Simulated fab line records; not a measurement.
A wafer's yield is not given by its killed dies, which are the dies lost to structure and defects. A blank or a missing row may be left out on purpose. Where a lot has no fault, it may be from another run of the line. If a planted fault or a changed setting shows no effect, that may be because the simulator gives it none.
fab line records	flow n5-finfet
[record] lots = 7	wafers = 21
route steps=1938 shown ZERO_LAYER@6 WELL_APT@40 FIN_SAQP@130 DUMMY_GATE@224 SD_EPI_N@263
start-h: hours from the record's opening day to when the first of the lot's shown wafers began	wait-h: hours since the lot's step before	" same as the row above	L1.1+2: a single row standing in for several wafers	- either no value or no given start	* or withheld: withheld	< > ~ a bound
route shown NAME@n: names a module that has steps shown in the file, with the first one's number in the route	usual: mean/standard deviation taken from wafers without a fault	same: alike in all rows	chamber/n: place in a boat	sites: per-site readings	_std_site: standard deviation across them	_edge_site: mean of outer sites minus mean of inner sites	radius-mm: for every site, how far away it sits from the centre of the wafer	mask NAME#n: copy n	behind: the most recent tool/chamber to have shaped the wafer	hold: cause of the lot's hold/its duration in hours/its outcome	device: names the non-switching transistor (n, p or np)	end of line: the same wafers' tests at the end of the route	for a step that has no rows: nothing shown but its recipe	killed: dies that structure and defects cost at the first sort, which is not the same as the wafer's yield	map: per-die view of a wafer (x killed, . not killed, _ where there is no die)
set.NAME: the setting that was run; set.NAME@STEP: the one run at that earlier step	model.NAME: the simulator's own value behind a step, which no gauge read
lots with deliberately changed settings; one table per step, one row per wafer
[[steps]]
[step N5_ZERO_LAYER_COAT_05]
[recipe] spin-rpm = 1500	resist-thk-nm = 1000
lot.wafer	tool	chamber	start-h	wait-h	set.spin-rpm	model.coat_of_ZERO_LAYER_COAT_05.thk-nm
L077.1	litho-track-04	0	-	-	1562	983.7
L077.3	"	0	"	"	1500	1002
L077.6	"	0	"	"	1500	1003
L078.1	litho-track-05	0	-	-	1500	998.6
L078.3	"	0	"	"	1500	996.3
L078.5	"	0	"	"	1500	1000
L079.1	litho-track-02	0	-	-	1401	1039
L079.4	"	0	"	"	1401	1040
L079.5	"	0	"	"	1500	1002
L088.1	litho-track-05	0	-	-	1562	984.6
L088.2	"	0	"	"	1500	1006
L088.5	"	0	"	"	1500	1005
L089.3	litho-track-05	0	-	-	1444	1019
L089.4	"	0	"	"	1500	1002
L089.5	"	0	"	"	1444	1018
L090.1	litho-track-02	0	-	-	1415	1030
L090.5	"	0	"	"	1415	1032
L090.6	"	0	"	"	1500	1002
L097.3	litho-track-02	0	-	-	1596	969.2
L097.4	"	0	"	"	1500	997.8
L097.5	"	0	"	"	1500	998
[step N5_ZERO_LAYER_DEVELOP_10]
[recipe] develop-time-s = 60	rinse-liquid = diw	dry = air-spin	dev-temp-c = 21
lot.wafer	tool	chamber	start-h	wait-h	set.develop-time-s
L077.1+6	litho-track-05	0	-	-	60
L077.3	"	0	"	"	48.13
L078.1+3+5	litho-track-04	0	-	-	60
L079.1	litho-track-05	0	-	-	56.48
L079.4+5	"	0	"	"	60
L088.1+2	litho-track-02	0	-	-	46.97
L088.5	"	0	"	"	60
L089.3	litho-track-05	0	-	-	73.34
L089.4+5	"	0	"	"	60
L090.1+5+6	litho-track-02	0	-	-	60
L097.3+5	litho-track-02	0	-	-	60
L097.4	"	0	"	"	72.7
[step N5_ZERO_LAYER_HARDBAKE_23]
[recipe] temp-c = 130	time-s = 120
[step N5_ZERO_LAYER_ETCH_17]
[recipe] chemistry = CF4	target = SiO2	target-depth-a = 120	time-s = 13.3	ion-energy-ev = 350	pressure-mtorr = 40	source-w = 450	bias-w = 215	Ar_flow_sccm = 100	cf4-flow-sccm = 100
[step N5_ZERO_LAYER_ETCH_18]
[recipe] chemistry = HBr/Cl2	target = Si	target-depth-a = 1200	time-s = 40	pressure-mtorr = 10	icp-w = 800	bias-w = 75	HBr_flow_sccm = 150	Cl2_flow_sccm = 80
[step N5_ZERO_LAYER_STRIP_24]
[recipe] chemistry = O2	power-w = 1000	temp-c = 250	overash-fraction = 0.3	pressure-mtorr = 1000	o2-flow-sccm = 6750
[usual] strip-time-to-endpoint-s = 43.87/0.09
lot.wafer	tool	chamber	start-h	wait-h	set.spin-rpm@ZERO_LAYER_COAT_05	strip-time-to-endpoint-s
L077.1	plasma-asher-01	1	30.90	0.1	1562	43.38
L077.3	"	0	"	"	1500	43.92
L077.6	"	1	"	"	1500	43.97
L078.1	plasma-asher-01	0	37.36	0.4	1500	43.83
L078.3	"	0	"	"	1500	43.72
L078.5	"	1	"	"	1500	43.86
L079.1	plasma-asher-01	0	43.22	0.2	1401	45.03
L079.4	"	1	"	"	1401	45.02
L079.5	"	0	"	"	1500	43.87
L088.1	plasma-asher-02	1	97.33	0.1	1562	43.41
L088.2	"	0	"	"	1500	44.02
L088.5	"	1	"	"	1500	43.96
L089.3	plasma-asher-02	0	103.19	0.4	1444	44.43
L089.4	"	1	"	"	1500	43.88
L089.5	"	1	"	"	1444	44.37
L090.1	plasma-asher-01	1	108.99	0.1	1415	44.76
L090.5	"	0	"	"	1415	44.78
L090.6	"	1	"	"	1500	43.89
L097.3	plasma-asher-01	0	151.04	0.1	1596	42.88
L097.4	"	1	"	"	1500	43.81
L097.5	"	0	"	"	1500	43.75
[step N5_WELL_APT_PEB_23]
[recipe] peb-temp-c = 130	peb-time-s = 90
lot.wafer	tool	chamber	start-h	wait-h	set.peb-temp-c
L077.1+3+6	litho-track-03	0	32.89	0.1	130
L078.1+3+5	litho-track-01	0	39.21	0.1	130
L079.1+5	litho-track-04	0	45.03	0.1	127.6
L079.4	"	0	"	"	130
L088.1+5	litho-track-01	0	99.50	0.1	130
L088.2	"	0	"	"	131.6
L089.3+5	litho-track-04	0	105.36	0.0	133
L089.4	"	0	"	"	130
L090.1+5	litho-track-03	0	110.91	0.1	127.5
L090.6	"	0	"	"	130
L097.3	litho-track-03	0	152.71	0.0	130
L097.4+5	"	0	"	"	126.5
[step N5_WELL_APT_DEVELOP_24]
[recipe] develop-time-s = 45	rinse-liquid = surfactant-rinse	dry = air-spin	dev-temp-c = 21
[step N5_WELL_APT_HARDBAKE_29]
[recipe] temp-c = 130	time-s = 120
[step N5_WELL_APT_CD_MEAS_25]
[recipe] target-cd-nm = 200	landing-energy-ev = 500	detector = se-inlens
[usual] cd-nm = 200.0/1.8
lot.wafer	tool	chamber	start-h	wait-h	set.peb-temp-c@WELL_APT_PEB_23	cd-nm
L077.1	cd-sem-01	0	33.01	-	130	198.8
L077.3	"	0	"	"	130	199.2
L077.6	"	0	"	"	130	196.2
L078.1	cd-sem-01	0	39.33	-	130	199.3
L078.3	"	0	"	"	130	200.8
L078.5	"	0	"	"	130	201.3
L079.1	cd-sem-03	0	45.15	-	127.6	185.1
L079.4	"	0	"	"	130	191.1
L079.5	"	0	"	"	127.6	186.4
L088.1	cd-sem-01	0	99.62	-	130	197.1
L088.2	"	0	"	"	131.6	207.2
L088.5	"	0	"	"	130	196.9
L089.3	cd-sem-02	0	105.48	-	133	215.4
L089.4	"	0	"	"	130	201.9
L089.5	"	0	"	"	133	212.3
L090.1	cd-sem-02	0	111.02	-	127.5	186.5
L090.5	"	0	"	"	127.5	184.1
L090.6	"	0	"	"	130	202.9
L097.3	cd-sem-01	0	152.83	-	130	200.7
L097.4	"	0	"	"	126.5	179.9
L097.5	"	0	"	"	126.5	176.3
[step N5_WELL_APT_DESCUM_30]
[recipe] chemistry = O2	time-s = 7.9	source-power-w = 50	bias-power-w = 20	pressure-mtorr = 20	rf-frequency-hz = 2.712e+07	temp-c = 40	o2-flow-sccm = 225
lot.wafer	tool	chamber	start-h	wait-h	set.peb-temp-c@WELL_APT_PEB_23	model.WELL_APT.cd-nm
L077.1	rie-diel-06	0	33.10	0.0	130	198.7
L077.3	"	2	"	"	130	199.1
L077.6	"	2	"	"	130	196.2
L078.1	rie-diel-02	3	39.42	0.0	130	199.4
L078.3	"	0	"	"	130	200.7
L078.5	"	2	"	"	130	201
L079.1	rie-diel-02	1	45.24	0.0	127.6	184.9
L079.4	"	0	"	"	130	191.5
L079.5	"	3	"	"	127.6	186.3
L088.1	rie-diel-06	2	99.75	0.1	130	197.2
L088.2	"	3	"	"	131.6	207.5
L088.5	"	0	"	"	130	196.6
L089.3	rie-diel-03	1	105.59	0.0	133	215.5
L089.4	"	3	"	"	130	202
L089.5	"	1	"	"	133	212.3
L090.1	rie-diel-02	0	111.11	0.0	127.5	186.3
L090.5	"	0	"	"	127.5	184.3
L090.6	"	3	"	"	130	203.1
L097.3	rie-diel-03	2	153.18	0.3	130	200.9
L097.4	"	3	"	"	126.5	180
L097.5	"	1	"	"	126.5	176.4
[step N5_FIN_SAQP_ETCH_65]
[recipe] chemistry = CF4	target = SiO2	target-depth-a = 40	ion-energy-ev = 350	time-s = 4.4	pressure-mtorr = 10	icp-w = 800	bias-w = 400	cf4-flow-sccm = 80
lot.wafer	tool	chamber	start-h	wait-h	set.time-s	model.etch.depth-nm
L077.1	rie-si-02	0	44.77	0.1	4.024	3.732
L077.3	"	3	"	"	4.4	4.145
L077.6	"	2	"	"	4.4	3.889
L078.1	rie-si-01	2	49.38	0.1	4.4	4.017
L078.3	"	0	"	"	4.4	3.994
L078.5	"	1	"	"	4.4	3.848
L079.1	rie-si-01	0	55.19	0.1	4.4	4.017
L079.4	"	2	"	"	4.4	4.068
L079.5	"	3	"	"	4.4	3.993
L088.1	rie-si-02	1	110.73	0.1	4.4	3.937
L088.2	"	2	"	"	4.4	3.946
L088.5	"	1	"	"	3.988	3.583
L089.3	rie-si-01	3	114.51	0.1	3.712	3.309
L089.4	"	0	"	"	4.4	3.998
L089.5	"	1	"	"	3.712	3.251
L090.1	rie-si-06	0	120.26	0.1	4.79	4.48
L090.5	"	1	"	"	4.4	4.004
L090.6	"	0	"	"	4.4	4.09
L097.3	rie-si-06	0	162.36	0.1	4.4	4.055
L097.4	"	2	"	"	4.4	3.858
L097.5	"	2	"	"	4.671	4.08
[step N5_FIN_SAQP_ETCH_69]
[recipe] chemistry = N2/H2	target = SOC	target-depth-a = 1500	stop-on = SiNx	ion-energy-ev = 100	bias-w = 61	pressure-mtorr = 30	source-w = 850	n2-flow-sccm = 200	h2-flow-sccm = 200
lot.wafer	tool	chamber	start-h	wait-h	set.target-depth-a	model.etch.depth-nm	model.SOC_of_FIN_SAQP_COAT_68.thk-nm
L077.1	rie-diel-02	0	45.57	-	1333	48.61	15.4
L077.3	"	1	"	"	1500	53.18	7.6
L077.6	"	3	"	"	1333	49.14	14.8
L078.1	rie-diel-03	1	50.41	-	1500	55	0
L078.3	"	0	"	"	1500	54.74	5.2
L078.5	"	3	"	"	1500	54.73	5
L079.1+4+5	rie-diel-02	1,2,1	55.75	-	1679	55	0
L088.1	rie-diel-02	0	111.29	-	1500	55	4.6
L088.2	"	3	"	"	1500	55	2.6
L088.5	"	2	"	"	1617	55	0
L089.3	rie-diel-03	0	115.43	-	1500	54.45	5
L089.4	"	2	"	"	1500	54.13	5.6
L089.5	"	0	"	"	1323	47.91	16.4
L090.1	rie-diel-03	3	121.18	-	1500	54.13	6.4
L090.5	"	3	"	"	1500	54.23	6
L090.6	"	0	"	"	1500	55	5
L097.3	rie-diel-03	2	163.08	-	1500	53.79	7.4
L097.4	"	0	"	"	1670	55	0
L097.5	"	0	"	"	1500	54.17	6.8
[step N5_FIN_SAQP_FIN_ETCH_36]
[recipe] chemistry = HBr/Cl2/O2	target-depth-a = 1200	mask-material = SiNx	time-s = 50.4	bias-w = 102	pressure-mtorr = 10	icp-w = 800	HBr_flow_sccm = 150	Cl2_flow_sccm = 80	O2_flow_sccm = 12
lot.wafer	tool	chamber	start-h	wait-h	set.icp-w	model.etch.depth-nm	model.FIN_SAQP.feature-depth-nm
L077.1	rie-si-02	1	46.94	0.0	800	120	120
L077.3	"	0	"	"	800	122.3	122.2
L077.6	"	1	"	"	896	126.3	126.4
L078.1	rie-si-06	0	51.96	0.0	800	120.6	120.6
L078.3	"	3	"	"	800	118.7	118.8
L078.5	"	3	"	"	800	119.3	119.4
L079.1	rie-si-06	0	56.99	0.0	800	121.9	122
L079.4	"	3	"	"	704.3	111.9	112
L079.5	"	0	"	"	800	121.4	121.4
L088.1	rie-si-01	1	112.76	0.0	800	117.6	117.6
L088.2	"	0	"	"	680.2	110.7	110.6
L088.5	"	2	"	"	800	121.2	121.2
L089.3	rie-si-01	3	116.88	0.0	800	118.4	118.4
L089.4	"	2	"	"	800	120.6	120.6
L089.5	"	3	"	"	800	118	118
L090.1	rie-si-02	1	122.81	0.0	800	118.4	118.4
L090.5	"	3	"	"	712.5	115.4	115.4
L090.6	"	0	"	"	800	121.6	121.6
L097.3	rie-si-06	2	164.29	0.0	682.9	109.9	109.8
L097.4	"	1	"	"	800	121.4	121.4
L097.5	"	0	"	"	682.9	114.4	114.4
[step N5_FIN_SAQP_PRECLEAN_38]
[recipe] chemistry = O3/DIW	time-s = 45	temp-c = 22	o3-ppm = 10
[step N5_FIN_SAQP_PRECLEAN_45]
[recipe] chemistry = dHF	time-s = 10	dilution = 500:1	temp-c = 25
[step N5_FIN_SAQP_SRD_39]
[recipe] dry = ipa-marangoni	time-s = 30	temp-c = 23	rinse-liquid = diw
[step N5_FIN_SAQP_OCD_MEAS_76]
[usual] trench-depth-nm = 120.0/2
lot.wafer	tool	chamber	start-h	wait-h	set.icp-w@FIN_SAQP_FIN_ETCH_36	trench-depth-nm
L077.1	ocd-01	-	47.16	0.0	800	119.6
L077.3	"	-	"	"	800	122.4
L077.6	"	-	"	"	896	126.1
L078.1	ocd-01	-	52.18	0.0	800	120.5
L078.3	"	-	"	"	800	118.5
L078.5	"	-	"	"	800	119.8
L079.1	ocd-01	-	57.21	0.0	800	121.7
L079.4	"	-	"	"	704.3	111.6
L079.5	"	-	"	"	800	121.7
L088.1	ocd-02	-	113.00	0.0	800	117.9
L088.2	"	-	"	"	680.2	111.2
L088.5	"	-	"	"	800	121.0
L089.3	ocd-02	-	117.11	0.0	800	118.4
L089.4	"	-	"	"	800	120.9
L089.5	"	-	"	"	800	117.8
L090.1	ocd-02	-	123.03	0.0	800	118.5
L090.5	"	-	"	"	712.5	115.2
L090.6	"	-	"	"	800	121.8
L097.3	ocd-01	-	164.51	0.0	682.9	109.7
L097.4	"	-	"	"	800	121.8
L097.5	"	-	"	"	682.9	114.0
[step N5_DUMMY_GATE_COAT_28]
[recipe] resist = underlayer	temp-c = 205	time-s = 60	spin-rpm = 1500	resist-thk-nm = 10
lot.wafer	tool	chamber	start-h	wait-h	set.spin-rpm	model.underlayer_of_DUMMY_GATE_COAT_28.thk-nm
L077.1	litho-track-04	0	-	-	1500	10
L077.3	"	0	"	"	1420	10.2
L077.6	"	0	"	"	1420	10.4
L078.1+3+5	litho-track-02	0	-	-	1500	10
L079.1	litho-track-05	0	-	-	1594	9.8
L079.4+5	"	0	"	"	1500	10
L088.1	litho-track-04	0	-	-	1338	10.6
L088.2+5	"	0	"	"	1500	10
L089.3+4	litho-track-05	0	-	-	1606	9.6
L089.5	"	0	"	"	1500	10
L090.1+5+6	litho-track-05	0	-	-	1500	10
L097.3+4	litho-track-04	0	-	-	1430	10.2
L097.5	"	0	"	"	1500	10
[step N5_DUMMY_GATE_EXPOSE_12]
[recipe] mask-id = GATE	na = 0.33	source-shape = annular	sigma-inner = 0.2	sigma-outer = 0.6	polarization = unpolarized	target-cd-nm = 25	dose-mj = 34
lot.wafer	tool	chamber	start-h	wait-h	mask	set.dose-mj
L077.1+3+6	euv-scanner-02	0	69.00	-	GATE#0	33.18
L078.1+3+5	euv-scanner-02	0	71.49	-	GATE#0	34
L079.1+4+5	euv-scanner-02	0	77.52	-	GATE#0	34
L088.1	euv-scanner-02	0	131.86	-	GATE#0	32.4
L088.2+5	"	0	"	"	GATE#0	34
L089.3	euv-scanner-02	0	136.03	-	GATE#0	35.67
L089.4+5	"	0	"	"	GATE#0	34
L090.1+5+6	euv-scanner-01	0	142.54	-	GATE#0	34
L097.3	euv-scanner-02	0	184.03	-	GATE#0	35.94
L097.4+5	"	0	"	"	GATE#0	34
[step N5_DUMMY_GATE_PEB_13]
[recipe] peb-temp-c = 100	peb-time-s = 60	resist = CAR-EUV
[step N5_DUMMY_GATE_DEVELOP_14]
[recipe] develop-time-s = 30	developer = TMAH	resist = CAR-EUV	rinse-liquid = surfactant-rinse	dry = air-spin	dev-temp-c = 23
[step N5_DUMMY_GATE_CD_MEAS_15]
[recipe] target-cd-nm = 25.8	landing-energy-ev = 500	detector = se-inlens
[usual] cd-nm = 24.94/0.22
lot.wafer	tool	chamber	start-h	wait-h	set.dose-mj@DUMMY_GATE_EXPOSE_12	cd-nm
L077.1	cd-sem-03	0	69.13	-	33.18	25.79
L077.3	"	0	"	"	33.18	25.42
L077.6	"	0	"	"	33.18	25.56
L078.1	cd-sem-01	0	71.61	-	34	25.17
L078.3	"	0	"	"	34	25.27
L078.5	"	0	"	"	34	25.13
L079.1	cd-sem-02	0	77.65	-	34	24.85
L079.4	"	0	"	"	34	25.09
L079.5	"	0	"	"	34	25.15
L088.1	cd-sem-03	0	131.98	-	32.4	25.92
L088.2	"	0	"	"	34	24.73
L088.5	"	0	"	"	34	24.80
L089.3	cd-sem-02	0	136.15	-	35.67	24.11
L089.4	"	0	"	"	34	24.97
L089.5	"	0	"	"	34	24.55
L090.1	cd-sem-01	0	142.67	-	34	25.03
L090.5	"	0	"	"	34	24.72
L090.6	"	0	"	"	34	24.91
L097.3	cd-sem-01	0	184.15	-	35.94	23.77
L097.4	"	0	"	"	34	25.14
L097.5	"	0	"	"	34	25.04
[step N5_SD_EPI_N_COAT_33]
[recipe] resist = SiARC	temp-c = 220	time-s = 60	spin-rpm = 1500	resist-thk-nm = 35
lot.wafer	tool	chamber	start-h	wait-h	set.spin-rpm	model.SiARC_of_SD_EPI_N_COAT_33.thk-nm
L077.1+3	litho-track-03	0	-	-	1500	35
L077.6	"	0	"	"	1643	33.4
L078.1+5	litho-track-04	0	-	-	1500	35
L078.3	"	0	"	"	1500	35.2
L079.1+4+5	litho-track-03	0	-	-	1500	35
L088.1+2+5	litho-track-04	0	-	-	1500	35.2
L089.3+4+5	litho-track-04	0	-	-	1500	35
L090.1	litho-track-01	0	-	-	1500	35.2
L090.5	"	0	"	"	1500	35
L090.6	"	0	"	"	1602	33.8
L097.3	litho-track-04	0	-	-	1413	36
L097.4	"	0	"	"	1413	36.2
L097.5	"	0	"	"	1500	35
[step N5_SD_EPI_N_DESCUM_14]
[recipe] chemistry = O2	time-s = 7.9	source-power-w = 50	bias-power-w = 20	pressure-mtorr = 20	rf-frequency-hz = 2.712e+07	temp-c = 40	resist = CAR-ArF-block	o2-flow-sccm = 225
lot.wafer	tool	chamber	start-h	wait-h	set.time-s
L077.1+6	rie-diel-06	0,2	71.40	0.0	7.195
L077.3	"	3	"	"	7.9
L078.1+3+5	rie-diel-03	2,3,1	74.22	0.0	7.9
L079.1	rie-diel-03	1	80.41	0.4	7.9
L079.4+5	"	1,3	"	"	8.832
L088.1+2+5	rie-diel-02	2,3,2	134.63	0.3	7.9
L089.3+5	rie-diel-06	1,0	139.60	0.0	7.9
L089.4	"	2	"	"	6.26
L090.1+6	rie-diel-03	2	145.79	0.2	7.335
L090.5	"	1	"	"	7.9
L097.3+5	rie-diel-06	0	186.62	0.1	6.44
L097.4	"	1	"	"	7.9
[step N5_SD_EPI_N_ETCH_34]
[recipe] chemistry = CF4	target = SiARC	target-depth-a = 455	mask-material = CAR-ArF-block	time-s = 75.8	ion-energy-ev = 80	pressure-mtorr = 40	source-w = 545	bias-w = 36	Ar_flow_sccm = 100	cf4-flow-sccm = 100	ends = cleared
lot.wafer	tool	chamber	start-h	wait-h	set.spin-rpm@SD_EPI_N_COAT_33	model.etch.depth-nm
L077.1	rie-diel-06	0	71.44	0.0	1500	34.93
L077.3	"	3	"	"	1500	34.96
L077.6	"	2	"	"	1643	33.4
L078.1	rie-diel-03	2	74.25	0.0	1500	35.06
L078.3	"	3	"	"	1500	35.12
L078.5	"	1	"	"	1500	35.08
L079.1	rie-diel-03	1	80.45	0.0	1500	34.99
L079.4	"	1	"	"	1500	34.98
L079.5	"	3	"	"	1500	35
L088.1	rie-diel-02	2	134.67	0.0	1500	35.23
L088.2	"	3	"	"	1500	35.17
L088.5	"	2	"	"	1500	35.13
L089.3	rie-diel-06	1	139.64	0.0	1500	35
L089.4	"	2	"	"	1500	34.97
L089.5	"	0	"	"	1500	34.95
L090.1	rie-diel-03	2	145.82	0.0	1500	35.14
L090.5	"	1	"	"	1500	35.05
L090.6	"	2	"	"	1602	33.88
L097.3	rie-diel-06	0	186.65	0.0	1413	35.97
L097.4	"	1	"	"	1413	36.16
L097.5	"	0	"	"	1500	35.06
[[key]]
[split] step = N5_ZERO_LAYER_COAT_05	setting = spin-rpm	stated = 1500	by = wafer
[response] step = N5_ZERO_LAYER_COAT_05	reading = model.coat_of_ZERO_LAYER_COAT_05.thk-nm	change = -5.03	per = 1%	r = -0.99
[response] step = N5_ZERO_LAYER_STRIP_24	reading = strip-time-to-endpoint-s	change = *	per = 1%	r = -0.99
[split] step = N5_ZERO_LAYER_DEVELOP_10	setting = develop-time-s	stated = 60	by = wafer
response none clear
[split] step = N5_WELL_APT_PEB_23	setting = peb-temp-c	stated = 130	by = wafer
[response] step = N5_WELL_APT_CD_MEAS_25	reading = cd-nm	change = +6.82	per = 1%	r = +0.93
[response] step = N5_WELL_APT_DESCUM_30	reading = model.WELL_APT.cd-nm	change = +6.93	per = 1%	r = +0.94
[split] step = N5_FIN_SAQP_ETCH_65	setting = time-s	stated = 4.4	by = wafer
[response] step = N5_FIN_SAQP_ETCH_65	reading = model.etch.depth-nm	change = +0.0415	per = 1%	r = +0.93
[split] step = N5_FIN_SAQP_ETCH_69	setting = target-depth-a	stated = 1500	by = wafer
[response] step = N5_FIN_SAQP_ETCH_69	reading = model.etch.depth-nm	shape = bent	at-lowest = 47.91	at-stated = 54.43	at-highest = 55
[response] step = N5_FIN_SAQP_ETCH_69	reading = model.SOC_of_FIN_SAQP_COAT_68.thk-nm	change = -0.714	per = 1%	r = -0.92
[split] step = N5_FIN_SAQP_FIN_ETCH_36	setting = icp-w	stated = 800	by = wafer
[response] step = N5_FIN_SAQP_FIN_ETCH_36	reading = model.etch.depth-nm	change = +0.586	per = 1%	r = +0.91
[response] step = N5_FIN_SAQP_FIN_ETCH_36	reading = model.FIN_SAQP.feature-depth-nm	change = +0.589	per = 1%	r = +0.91
[response] step = N5_FIN_SAQP_OCD_MEAS_76	reading = trench-depth-nm	change = +0.598	per = 1%	r = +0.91
[split] step = N5_DUMMY_GATE_COAT_28	setting = spin-rpm	stated = 1500	by = wafer
[response] step = N5_DUMMY_GATE_COAT_28	reading = model.underlayer_of_DUMMY_GATE_COAT_28.thk-nm	change = -0.0511	per = 1%	r = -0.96
[split] step = N5_DUMMY_GATE_EXPOSE_12	setting = dose-mj	stated = 34	by = wafer
[response] step = N5_DUMMY_GATE_CD_MEAS_15	reading = cd-nm	change = -0.205	per = 1%	r = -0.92
[split] step = N5_SD_EPI_N_COAT_33	setting = spin-rpm	stated = 1500	by = wafer
[response] step = N5_SD_EPI_N_COAT_33	reading = model.SiARC_of_SD_EPI_N_COAT_33.thk-nm	change = -0.178	per = 1%	r = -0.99
[response] step = N5_SD_EPI_N_ETCH_34	reading = model.etch.depth-nm	change = -0.169	per = 1%	r = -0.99
[split] step = N5_SD_EPI_N_DESCUM_14	setting = time-s	stated = 7.9	by = wafer
response none clear
